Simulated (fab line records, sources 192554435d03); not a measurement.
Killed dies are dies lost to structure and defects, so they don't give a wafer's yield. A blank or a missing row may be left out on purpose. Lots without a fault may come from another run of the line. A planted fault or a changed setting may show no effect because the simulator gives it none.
Chamber matching | flow n5_finfet | N5_BEOL_M10_CURE_71 on uv_cure-03: 3 sister chambers
The step cures SiCOH lowk, time 240 s. 5 wafers are shown with their chamber, then 8 later ones without.

WAFERS WITH THEIR CHAMBER
wafer  | chamber | wafer_temp_C_max | lamp_power_pct (%)
L077.5 | 0       | 387.7            | 52.27
L077.6 | 0       | 386.9            | 52.20
L079.4 | 1       | 386.2            | 52.30
L079.5 | 1       | 385.8            | 52.32
L088.2 | 2       | 386.3            | 52.30

WAFERS WITHOUT THEIR CHAMBER
wafer  | wafer_temp_C_max | lamp_power_pct (%)
L088.4 | 386.8            | 52.39
L088.6 | 385.9            | 52.31
L089.1 | 386.3            | 52.23
L089.3 | 386.3            | 52.31
L089.6 | 386.3            | 52.30
L089.2 | 386.6            | 52.35
L089.4 | 386.4            | 52.37
L089.5 | 386.9            | 52.25

WHICH CHAMBER EACH WENT THROUGH
wafer  | from the rows above          | in truth
L088.4 | can't be placed: 2 or 1 or 0 | 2
L088.6 | can't be placed: 1 or 2      | 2
L089.1 | can't be placed: 2 or 0 or 1 | 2
L089.3 | can't be placed: 2 or 1      | 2
L089.6 | can't be placed: 2 or 1      | 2
L089.2 | can't be placed: 2 or 1 or 0 | 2
L089.4 | can't be placed: 1 or 2      | 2
L089.5 | can't be placed: 0 or 2 or 1 | 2
Placed correctly: 0 of 8. Can't be placed from these rows: 8 (the true chamber is among the candidates in 8). Placed wrongly: 0.
How it was worked out, from the rows above alone: a wafer's distance from a chamber is the root of the sum, over the readings, of the square of ((its reading less the chamber's mean) divided by the reading's scatter). The wafer belongs to the nearest chamber; if the next one is less than 2 further off, it can't be placed. A chamber's mean is the mean of its shown wafers. The scatter: the root of (the sum of the squares of (reading less its chamber's mean) over the shown wafers, divided by (wafers less chambers)).
